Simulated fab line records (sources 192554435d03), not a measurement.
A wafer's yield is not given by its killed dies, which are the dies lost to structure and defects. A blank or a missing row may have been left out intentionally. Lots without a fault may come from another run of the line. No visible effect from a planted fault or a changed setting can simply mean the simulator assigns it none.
Matching of chambers ; flow n5_finfet ; N5_BEOL_M0_SAQP_ETCH_102 on rie_si-02: 4 sister chambers
The step etches SiO2 in CF4, target depth 4 nm, time 4.4 s. 16 wafers are shown with their chamber, then 8 later ones without.

## WAFERS, EACH WITH ITS CHAMBER
wafer;chamber;throttle_valve_pct (%);drypump_motor_current_A (A);oes_product_au (a.u.)
L077.1;2;22.14;5.90;0.984
L077.3;1;22.21;5.86;1.013
L077.4;0;21.48;5.80;0.959
L079.1;1;22.22;5.86;1.013
L079.5;1;22.22;5.84;1.009
L079.6;0;21.49;5.82;0.969
L082.4;2;22.14;5.85;0.989
L082.5;3;22.11;6.24;0.991
L082.6;2;22.15;5.87;0.983
L092.4;0;21.48;5.82;0.965
L092.5;2;22.13;5.88;0.975
L092.6;1;22.23;5.86;1.009
L093.1;2;22.14;5.88;0.982
L093.2;0;21.50;5.81;0.973
L093.4;1;22.22;5.84;1.012
L095.2;0;21.47;5.83;0.972

SIGNATURES (averages over the wafers above)
reading;chamber 0;chamber 1;chamber 2;chamber 3;scatter within a chamber
throttle_valve_pct;21.4840;22.2200;22.1400;22.1100;0.00876
drypump_motor_current_A;5.8160;5.8520;5.8760;6.2400;0.0139
oes_product_au;0.96760;1.01120;0.98260;0.99100;0.00456
Rule: for each reading, subtract the chamber's mean from the wafer's reading, divide by that reading's scatter and square the result; add these up over the readings and take the root, which gives the wafer's distance from the chamber. If the next closest chamber is less than 2 further off than the closest, the wafer can't be placed; otherwise it belongs to the closest. How the scatter is found: for the shown wafers, subtract from each reading the mean of its chamber, square and add these, divide the total by (wafers less chambers), then take the root.

## WAFERS WITH NO CHAMBER GIVEN
wafer;throttle_valve_pct (%);drypump_motor_current_A (A);oes_product_au (a.u.)
L095.4;22.22;5.83;1.006
L095.6;22.11;6.25;0.987
L096.1;22.20;5.80;1.009
L096.2;22.14;5.84;0.982
L096.3;21.49;5.84;0.964
L097.1;22.22;5.82;1.007
L097.2;21.48;5.80;0.969
L097.5;22.22;5.82;1.013

## THE CHAMBER EACH PASSED THROUGH
wafer;from the rows above;in truth
L095.4;1;1
L095.6;3;3
L096.1;1;1
L096.2;2;2
L096.3;0;0
L097.1;1;1
L097.2;0;0
L097.5;1;1
Correct placement for 8 of the 8. Number that these rows cannot place: 0. Number placed wrongly: 0.
